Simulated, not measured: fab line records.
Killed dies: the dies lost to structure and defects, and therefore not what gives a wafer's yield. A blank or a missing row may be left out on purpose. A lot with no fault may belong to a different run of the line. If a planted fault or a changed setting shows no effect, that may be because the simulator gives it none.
Struck lot and sound lot, side by side -- flow nand harc -- 25 out of 1302 route steps
Sound: the wafers L309.2, L309.3, L309.6. Wafers L310.3, L310.4, L310.6 were the ones struck. At the end, the cause is stated.
For every step that has rows: the tool of each side, followed by ch and its chambers, followed by its first start. Under that, the readings that differ: sound wafers -- struck wafers -- difference of the means -- sigmas: that difference in standard deviations of wafers without a fault.
alike: readings whose means differ by less than 2 such deviations, and words and numbers that are the same on both sides. not compared: withheld readings, readings that some wafer has no value for, bounds like >300 that may hide the same value, and numbers for which the record gives no deviation and whose values overlap.
The two part at a step that has a row with sigmas, a row that says differs or no value, or rows on one side only. Numbers that have no deviation but don't overlap get no sigmas and don't part them. A reading that every wafer of one side lacks parts them only if that side has two wafers or more.

NHARC_P_CONTACT_DEP_30: deposits SiNx, target thk 30 nm.
  sound on pecvd-02 ch 0,1,2, day 7 09:59; struck on pecvd-04 ch 1,2, day 7 16:49
  alike: heater power w
NHARC_P_CONTACT_DEP_00: deposits SiO2, target thk 500 nm.
  sound on pecvd-02 ch 0,1,2; struck on pecvd-04 ch 1,2
  alike: heater power w, showerhead vpp V, throttle valve pct
NHARC_P_CONTACT_CMP_01: polishes SiO2, target thk 200 nm.
  sound on cmp-04 ch 1,2,3, day 7 10:43; struck on cmp-02 ch 0,2,3, day 7 17:32
  alike: motor current A
  not compared: pad life wafers
then, 8 steps without rows for these wafers: NHARC_P_CONTACT_SRD_03; NHARC_P_CONTACT_DEHYDRATE_04 (time 120 s); NHARC_P_CONTACT_HMDS_05 (time 30 s); NHARC_P_CONTACT_COAT_33 (time 75 s); NHARC_P_CONTACT_COAT_34 (time 65 s); NHARC_P_CONTACT_COAT_06 (resist thk 90 nm); NHARC_P_CONTACT_SOFTBAKE_07 (time 55 s); NHARC_P_CONTACT_EBR_08.
NHARC_P_CONTACT_EXPOSE_09: exposes mask P CA, target cd 90 nm.
  sound on arfi scanner-02 ch 0, day 7 11:22; struck on arfi scanner-01 ch 0, day 7 18:11
reading,sound,struck,difference,sigmas
mask,P_CA#0 P_CA#0 P_CA#0,P_CA_R1#0 P_CA_R1#0 P_CA_R1#0,differs,
focus offset nm (nm),0.4 0.0 0.7,-1.4 -1.1 -0.1,-1.2,-2
  alike: stage vel mm s
then, 2 steps without rows for these wafers: NHARC_P_CONTACT_PEB_10 (peb time 65 s); NHARC_P_CONTACT_DEVELOP_11 (develop time 35 s).
NHARC_P_CONTACT_CD_MEAS_12 targets a cd of 90 nm.
  sound on cd sem-02 ch 0, day 7 11:30; struck on cd sem-03 ch 0, day 7 18:19
reading,sound,struck,difference,sigmas
cd nm (nm),90.9 90.4 90.6,95.9 95.0 94.7,+4.6,+7
NHARC_P_CONTACT_OVL_MEAS_13:
  struck on overlay-02, day 7 18:24; sound on overlay-02, day 7 11:35
reading,sound,struck,difference,sigmas
overlay x nm (nm),0.4 -0.1 0.4,-1.9 -1.8 -2.1,-2.2,-2
  alike: overlay y nm
NHARC_P_CONTACT_INSPECT_14:
  struck on defect inspect-01, day 7 18:26; sound on defect inspect-02, day 7 11:38
  alike: raw defect count
NHARC_P_CONTACT_DESCUM_17: chemistry O2, time 3 s.
  sound on rie diel-13 ch 0,2, day 7 11:41; struck on rie diel-12 ch 1,2,3, day 7 18:30
reading,sound,struck,difference,sigmas
model.P_CONTACT.cd nm (nm),90.43 90.8 89.91,96.41 95.3 94.9,+5.16,
  alike: chamber pressure mTorr, drypump motor current A, oes product au, rf vpp V, showerhead plenum p Torr, throttle valve pct
  not compared: rf hours counter h
NHARC_P_CONTACT_ETCH_35: etches the open film in CF4, target depth 39 nm, time 65 s.
  sound on rie diel-13 ch 0,1,2, day 7 11:47; struck on rie diel-12 ch 0,3, day 7 18:35
  alike: chamber pressure mTorr, drypump motor current A, oes product au, rf vpp V, showerhead plenum p Torr, throttle valve pct
  not compared: rf hours counter h
NHARC_P_CONTACT_ETCH_36: etches the open film in N2/H2, target depth 260 nm, time 406.25 s.
  sound on rie diel-13 ch 0,2,3; struck on rie diel-12 ch 1,2,3
reading,sound,struck,difference,sigmas
oes product au (a.u.),1.003 1.013 1.012,0.994 0.985 0.987,-0.021,-2
  alike: chamber pressure mTorr, drypump motor current A, rf vpp V, showerhead plenum p Torr, throttle valve pct
  not compared: rf hours counter h
then, 2 steps without rows for these wafers: NHARC_P_CONTACT_ETCH_18 (etches the open film in C4F8/O2/Ar, target depth 481 nm, time 240.5 s); NHARC_P_CONTACT_STRIP_37 (strips in C4F8/O2/Ar).
NHARC_P_CONTACT_ETCH_31: etches the open film in CH3F/O2, target depth 30 nm, time 85.7 s.
  sound on rie diel-13 ch 1,2; struck on rie diel-12 ch 1,2,3
reading,sound,struck,difference,sigmas
model.P_CONTACT.cd nm (nm),90.24 88.2 90.04,96.91 95.12 93.66,+5.74,
  alike: ch3f flow sccm, chamber pressure mTorr, drypump motor current A, oes product au, rf vpp V, showerhead plenum p Torr, throttle valve pct
  not compared: rf hours counter h
NHARC_P_CONTACT_CD_MEAS_19:
  struck on cd sem-03, day 7 19:22; sound on cd sem-01, day 7 12:34
reading,sound,struck,difference,sigmas
cd nm (nm),90.3 88.2 90.0,97.0 94.9 93.7,+5.7,+4
-- the record jumps here: 18 days lie between the struck wafers' starts before and after (it left off in module P_CONTACT and takes up again in module END, whose first step shown is number 1302 of the route) --
NHARC_END_SORT_01:
  the record has rows for the struck wafers here (prober-01 ch 0, day 25 21:08) and none for the sound ones

== WHERE THEY PART ==
First at NHARC_P_CONTACT_EXPOSE_09; last, within this record, at NHARC_END_SORT_01.

WHY: what had been put in by the simulator
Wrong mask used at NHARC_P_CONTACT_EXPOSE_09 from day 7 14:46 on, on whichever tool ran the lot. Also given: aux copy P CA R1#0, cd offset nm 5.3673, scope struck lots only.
